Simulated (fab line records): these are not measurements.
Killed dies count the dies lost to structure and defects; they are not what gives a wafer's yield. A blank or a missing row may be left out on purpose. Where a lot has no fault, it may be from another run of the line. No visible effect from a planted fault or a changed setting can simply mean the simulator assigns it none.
One fault through the eyes of 3 desks :: flow nandHarc :: what lay behind the numbers comes last; until then each desk has only its own

## FOR THE TOOL OWNER'S DESK: arfiScanner-01
The tool's own readings at NHARC_A_M0_EXPOSE_06 (exposes mask A M0, target cd 80 nm): means of the sampled wafers that have a number, for each lot that ran on this tool. Any lot whose mean is over 4 standard deviations away from the usual mean is out of limits and marked OUT; that distance is given in the brackets.
Columns: A = exposureDoseMJCm2 at NHARC_A_M0_EXPOSE_06, usual 83.25; B = reticleTempC at NHARC_A_M0_EXPOSE_06, usual 23.00 C
lot: L626
first seen here: day 18 03:21
A: 83.25
B: 23.00

lot: L629
first seen here: day 18 20:52
A: 83.27
B: 23.10

lot: L643
first seen here: day 22 03:13
A: 62.71 (-99 or more) OUT
B: 23.00

lot: L639
first seen here: day 22 20:56
A: 69.99 (-99 or more) OUT
B: 22.90
This desk's verdict: out of limits on L639, L643, starting with L643 at day 22 03:13 (exposureDoseMJCm2 at NHARC_A_M0_EXPOSE_06). L626, L629 stayed within limits.

## FROM THE METROLOGY DESK
Means of the sampled wafers that have a number, per lot and without regard to the tool the lot ran on: this is what the gauges read. Any lot whose mean is over 4 standard deviations away from the usual mean is out of limits and marked OUT; that distance is given in the brackets.
Columns: A = cdNm at NHARC_A_M0_CD_MEAS_09, usual 80.1 nm
lot: L624
first seen here: day 17 22:16
A: 80.3

lot: L625
first seen here: day 18 00:39
A: 80.4

lot: L626
first seen here: day 18 03:29
A: 80.1

lot: L627
first seen here: day 18 19:56
A: 79.7

lot: L629
first seen here: day 18 21:01
A: 79.3

lot: L631
first seen here: day 19 01:29
A: 80.7

lot: L630
first seen here: day 19 09:35
A: 80.2

lot: L632
first seen here: day 20 04:29
A: 80.2

lot: L634
first seen here: day 20 07:17
A: 80.1

lot: L643
first seen here: day 22 03:22
A: 62.1 (-35) OUT

lot: L642
first seen here: day 22 20:41
A: 79.3

lot: L639
first seen here: day 22 21:05
A: 69.3 (-21) OUT

lot: L644
first seen here: day 22 23:58
A: 80.0

lot: L647
first seen here: day 23 04:35
A: 81.0
This desk's verdict: out of limits on L639, L643, starting with L643 at day 22 03:22 (cdNm at NHARC_A_M0_CD_MEAS_09). L624, L625, L626, L627, L629, L631, L630, L632, L634, L642, L644, L647 stayed within limits.

## THE DEFECT DESK
What the inspections along the route counted, lot by lot: means of the sampled wafers that have a number. Any lot whose mean is over 4 standard deviations away from the usual mean is out of limits and marked OUT; that distance is given in the brackets.
Columns: A = rawDefectCount at NHARC_A_M0_INSPECT_11, usual 29
lot: L624
first seen here: day 17 22:23
A: 22

lot: L625
first seen here: day 18 00:47
A: 9

lot: L626
first seen here: day 18 03:38
A: 19

lot: L627
first seen here: day 18 20:03
A: 8

lot: L629
first seen here: day 18 21:09
A: 34

lot: L631
first seen here: day 19 01:37
A: 16

lot: L630
first seen here: day 19 09:43
A: 28

lot: L632
first seen here: day 20 04:36
A: 22

lot: L634
first seen here: day 20 07:25
A: 16

lot: L643
first seen here: day 22 03:29
A: 19

lot: L642
first seen here: day 22 20:48
A: 56

lot: L639
first seen here: day 22 21:12
A: 29

lot: L644
first seen here: day 23 00:06
A: 56

lot: L647
first seen here: day 23 04:43
A: 21
This desk found nothing out of limits on any of the 14 lots.

## TAKEN TOGETHER
The tool owner's desk could have raised an alarm at day 22 03:13, on L639, L643.
An alarm was possible from the metrology desk at day 22 03:22, on L639, L643.
No out-of-limits result turned up at the defect desk.
The defect desk has L639, L643 on record, within its limits.
The lots listed all ran NHARC_A_M0_EXPOSE_06 on arfiScanner-01.

## WHAT THE SIMULATOR PUT IN
Drift in process parameters on arfiScanner-01 at NHARC_A_M0_EXPOSE_06, starting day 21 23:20. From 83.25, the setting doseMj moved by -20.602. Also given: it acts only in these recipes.
Lots struck among those shown: L639, L643.
Counting hours from when the fault started, the first reading out of limits came at 4 for the tool owner's desk and at 4 for the metrology desk.
